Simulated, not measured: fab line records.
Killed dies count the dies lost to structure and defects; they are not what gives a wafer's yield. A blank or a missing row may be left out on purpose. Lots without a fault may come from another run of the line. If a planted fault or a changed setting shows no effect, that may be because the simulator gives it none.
Split-lot trial + flow n5-finfet + 21 wafers read across 7 lots, on a route 1938 steps long

SPLIT DETAILS
At N5_BEOL_M9_COAT_60 (time 60 s, resist thk 30 nm), the setting spin-rpm was moved away from the recipe's 1500 rpm on 4 of the 21 wafers read, by -6.9% to +10.4%. For the rest of the wafers, this setting stayed at what the recipe calls for.

FROM THE SPLIT TO THE READING: what the file shows between them, 4 steps
- N5_BEOL_M9_COAT_05: resist thk 90 nm
- N5_BEOL_M9_EBR_07
- N5_BEOL_M9_DESCUM_16: chemistry O2, time 7.9 s
- N5_BEOL_M9_ETCH_61: etches SiARC in CF4, target depth 39 nm, time 65 s

THE READING
SiARC_of_BEOL_M9_COAT_60.thk-nm (the simulator's own value, which no gauge read), in nm, at N5_BEOL_M9_ETCH_62 (etches SOC in N2/H2, target depth 110 nm, overetch 22 nm, time 165 s). No usual value for it is given in the file. Here, 17 wafers ran the recipe; their average is 23.4 nm with a standard deviation of 0.17 nm.

| wafer  | tool, chamber at the split | spin-rpm as run, rpm | against the recipe | SiARC_of_BEOL_M9_COAT_60.thk-nm, nm | against lot-mates on the recipe |
|--------|----------------------------|----------------------|--------------------|-------------------------------------|---------------------------------|
| L075.3 | litho-track-01, 0          | 1396                 | -6.9%              | 24.4                                | +0.9                            |
| L075.4 | litho-track-01, 0          | 1500                 | recipe             | 23.4                                | -                               |
| L075.6 | litho-track-01, 0          | 1500                 | recipe             | 23.6                                | -                               |
| L076.2 | litho-track-05, 0          | 1500                 | recipe             | 23.2                                | -                               |
| L076.5 | litho-track-05, 0          | 1500                 | recipe             | 23.2                                | -                               |
| L076.3 | litho-track-05, 0          | 1500                 | recipe             | 23.6                                | -                               |
| L078.3 | litho-track-01, 0          | 1644                 | +9.6%              | 22                                  | -1.4                            |
| L078.4 | litho-track-01, 0          | 1500                 | recipe             | 23.4                                | -                               |
| L078.6 | litho-track-01, 0          | 1500                 | recipe             | 23.4                                | -                               |
| L081.1 | litho-track-01, 0          | 1500                 | recipe             | 23.4                                | -                               |
| L081.2 | litho-track-01, 0          | 1656                 | +10.4%             | 22                                  | -1.5                            |
| L081.5 | litho-track-01, 0          | 1500                 | recipe             | 23.6                                | -                               |
| L086.1 | litho-track-01, 0          | 1500                 | recipe             | 23.4                                | -                               |
| L086.2 | litho-track-01, 0          | 1500                 | recipe             | 23.2                                | -                               |
| L086.4 | litho-track-01, 0          | 1500                 | recipe             | 23.2                                | -                               |
| L087.1 | litho-track-01, 0          | 1500                 | recipe             | 23.2                                | -                               |
| L087.3 | litho-track-01, 0          | 1500                 | recipe             | 23.4                                | -                               |
| L087.4 | litho-track-01, 0          | 1500                 | recipe             | 23.6                                | -                               |
| L096.3 | litho-track-05, 0          | 1500                 | recipe             | 23.8                                | -                               |
| L096.4 | litho-track-05, 0          | 1544                 | +2.9%              | 23.2                                | -0.4                            |
| L096.5 | litho-track-05, 0          | 1500                 | recipe             | 23.4                                | -                               |

FIT RESULTS
A straight line over all 21 wafers: SiARC_of_BEOL_M9_COAT_60.thk-nm changes by -0.139 nm for each +1% of spin-rpm; r = -0.95; the points scatter about the line by 0.17 nm.
The same after taking each lot's own level away (the mean of its wafers on the recipe; 21 wafers): -0.141 nm for each +1%; r = -0.97; scatter 0.13 nm.
According to that fit, moving spin-rpm by its largest amount changes the reading by 1.5 nm.
From 23.27 to 23.60 nm: that is the span of the lots' own levels, equal to 1.9 times the standard deviation above.
Hence the lot-to-lot level has little effect on the slope; both slopes agree.
Check: for one of the wafers moved furthest among these (+10.4%), held out of the fit, the line's prediction against its lot-mates is -1.46 nm. It came out at -1.5 nm against them.

THESE WAFERS: OTHER SPLITS
Note: prior to the reading, these wafers also went through further splits. Each is held against what the fit with the lots' levels taken away leaves over:
| other split on the same wafers | wafers away from the commonest value | r with SiARC_of_BEOL_M9_COAT_60.thk-nm (lot level and that fit taken away) |
|--------------------------------|--------------------------------------|----------------------------------------------------------------------------|
| N5_BEOL_M8_ETCH_61 bias-w      | 6                                    | -0.03                                                                      |
| N5_BEOL_M9_PECVD_70 time-s     | 6                                    | +0.26                                                                      |

THE WHOLE CHAIN: every reading that the file lists as answering this split, in the file's order
| step               | what it does                                                         | reading                                                                            | change (the file's fit)               | r (the file's) |
|--------------------|----------------------------------------------------------------------|------------------------------------------------------------------------------------|---------------------------------------|----------------|
| N5_BEOL_M9_COAT_60 | time 60 s, resist thk 30 nm                                          | SiARC_of_BEOL_M9_COAT_60.thk-nm (the simulator's own value, which no gauge read)   | -0.146 nm for each +1% of the setting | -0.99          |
| N5_BEOL_M9_ETCH_61 | etches SiARC in CF4, target depth 39 nm, time 65 s                   | CAR-ArF_of_BEOL_M9_COAT_05.thk-nm (the simulator's own value, which no gauge read) | +0.14 nm for each +1% of the setting  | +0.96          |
| N5_BEOL_M9_ETCH_61 | etches SiARC in CF4, target depth 39 nm, time 65 s                   | etch.depth-nm (the simulator's own value, which no gauge read)                     | -0.145 nm for each +1% of the setting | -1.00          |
| N5_BEOL_M9_ETCH_62 | etches SOC in N2/H2, target depth 110 nm, overetch 22 nm, time 165 s | SiARC_of_BEOL_M9_COAT_60.thk-nm (the simulator's own value, which no gauge read)   | -0.142 nm for each +1% of the setting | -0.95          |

FILE'S OWN FIT
SiARC_of_BEOL_M9_COAT_60.thk-nm changes by -0.142 nm for each +1% of spin-rpm, r = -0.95.
